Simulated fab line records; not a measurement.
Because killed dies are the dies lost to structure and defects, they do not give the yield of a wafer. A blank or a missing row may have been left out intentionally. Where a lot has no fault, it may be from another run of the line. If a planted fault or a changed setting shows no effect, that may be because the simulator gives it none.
Which tool is to blame? -- flow nand_harc -- 69 wafers sampled from 23 lots at 1 step of a route of 1302

== WHAT THE GAUGES READ, wafer by wafer ==
NHARC_A_CONTACT_CD_MEAS_69: the cd target is 300 nm. Usual: cd_nm 299.8 nm, standard deviation 0.61.
lot,measured,on,cd_nm (nm),flag
L075,day 22 06:12,cd_sem-02,300.0 299.5 300.0,
L074,day 22 11:04,cd_sem-03,300.0 299.9 299.5,
L076,day 22 12:52,cd_sem-02,300.1 301.0 301.0,
L077,day 23 03:37,cd_sem-02,300.1 299.4 298.3,
L078,day 23 04:59,cd_sem-01,300.0 300.4 300.8,
L079,day 24 00:36,cd_sem-01,300.8 299.9 300.3,
L081,day 24 21:20,cd_sem-03,299.8 299.8 299.3,
L080,day 24 21:22,cd_sem-01,298.6 299.3 300.0,
L082,day 25 10:16,cd_sem-01,299.3 300.0 299.8,
L084,day 26 00:31,cd_sem-01,300.4 301.0 301.1,
L083,day 26 02:58,cd_sem-03,299.8 299.5 300.3,
L085,day 26 22:45,cd_sem-01,300.1 300.0 299.7,
L090,day 28 01:13,cd_sem-03,299.5 299.1 299.2,
L087,day 28 01:25,cd_sem-01,300.8 300.1 299.8,
L088,day 28 14:07,cd_sem-03,299.3 299.0 298.8,
L089,day 28 16:42,cd_sem-01,300.0 299.3 300.4,
L092,day 28 19:20,cd_sem-01,299.0 298.5 300.2,
L091,day 29 02:18,cd_sem-02,301.3 299.8 299.9,
L094,day 29 22:28,cd_sem-01,299.9 300.6 299.4,
L093,day 29 23:02,cd_sem-01,299.3 299.3 299.2,
L095,day 30 22:30,cd_sem-01,299.7 299.4 299.2,
L096,day 31 18:41,cd_sem-01,299.4 300.6 299.2,
L097,day 32 11:55,cd_sem-01,299.3 299.6 299.0,

== TOOL THAT RAN EACH LOT (tool first, then ch and the chambers of the sampled wafers, then the start) ==
Before these readings, the record contains no process step.

== WHAT THE TOOLS THEMSELVES READ (means of the sampled wafers that have a number; where no wafer has one, the mark that the record gives instead) ==
The record holds no such reading with a usual standard deviation.

== THE ANSWER, worked out from the rows above alone ==
Rule: a lot is off if the mean of its wafers that have a number lies more than 3 standard deviations from the usual mean. A lot without any number at a reading at which 4 lots or more have one is off too. All remaining lots with rows at the step are treated as sound. Order of review: gauges by route order, followed by the tools' own readings, for which a lot's mean as printed above is used. At the first step where some lot is off, the reading lying furthest off is the one used; lots without a number count as furthest.
Across all readings shown, no lot is off: no conclusion can be drawn from this.

== WHAT THE SIMULATOR HAD INSERTED ==
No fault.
